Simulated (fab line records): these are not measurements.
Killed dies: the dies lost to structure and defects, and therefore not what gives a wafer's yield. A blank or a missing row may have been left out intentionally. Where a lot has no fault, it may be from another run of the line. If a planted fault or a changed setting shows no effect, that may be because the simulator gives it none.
Which tool was responsible? :: flow n5_finfet :: 27 wafers sampled from 10 lots at 1 step of a route of 1938

== WHAT THE GAUGES READ, wafer by wafer ==
N5_PMOS_HMC_CHANNEL_EPI_OVL_MEAS_10.
lot: L251
measured: day 1 17:38
on: overlay-01
PMOS_HMC_BLK_OVL (nm): -0.6 -0.5 0.1

lot: L252
measured: day 1 23:26
on: overlay-02
PMOS_HMC_BLK_OVL (nm): 0.8 0.3 0.0

lot: L254
measured: day 2 11:37
on: overlay-02
PMOS_HMC_BLK_OVL (nm): -0.9 0.5 -0.7

lot: L255
measured: day 2 17:25
on: overlay-02
PMOS_HMC_BLK_OVL (nm): -0.5 -0.7 -1.6

lot: L258
measured: day 3 11:17
on: overlay-01
PMOS_HMC_BLK_OVL (nm): -0.3 -0.7 -0.1

lot: L260
measured: day 3 23:38
on: overlay-02
PMOS_HMC_BLK_OVL (nm): -0.6 -0.9 -0.8

lot: L261
measured: day 4 05:14
on: overlay-02
PMOS_HMC_BLK_OVL (nm): -0.5 -0.4 -0.1

lot: L265
measured: day 5 05:55
on: overlay-02
PMOS_HMC_BLK_OVL (nm): -0.3 0.9

lot: L266
measured: day 5 12:50
on: overlay-02
PMOS_HMC_BLK_OVL (nm): -0.1 0.2

lot: L267
measured: day 5 17:26
on: overlay-01
PMOS_HMC_BLK_OVL (nm): -0.3 -0.2

== TOOL THAT RAN EACH LOT (tool first, then ch and the chambers of the sampled wafers, then the start) ==
The record holds no process step before these readings.

== THE ANSWER, worked out from the rows above alone ==
Rule: the lots themselves supply what counts as usual. The widest of any qualifying gaps counts: lots, ordered by their means at a reading, are off when they make up no more than a third of the lots, leave a main group of 4 or more, and stand apart from it by 3 or more times the standard deviation of that group's means. A main group is skipped when, at the precision printed for the reading in the tables above, its means are all equal. A lot without any number at a reading at which 4 lots or more have one is off too. Where the step has rows for the other lots, those lots are counted as sound.
No lot is off on any of the readings shown, so nothing can be concluded from this.

== WHAT THE SIMULATOR HAD INSERTED ==
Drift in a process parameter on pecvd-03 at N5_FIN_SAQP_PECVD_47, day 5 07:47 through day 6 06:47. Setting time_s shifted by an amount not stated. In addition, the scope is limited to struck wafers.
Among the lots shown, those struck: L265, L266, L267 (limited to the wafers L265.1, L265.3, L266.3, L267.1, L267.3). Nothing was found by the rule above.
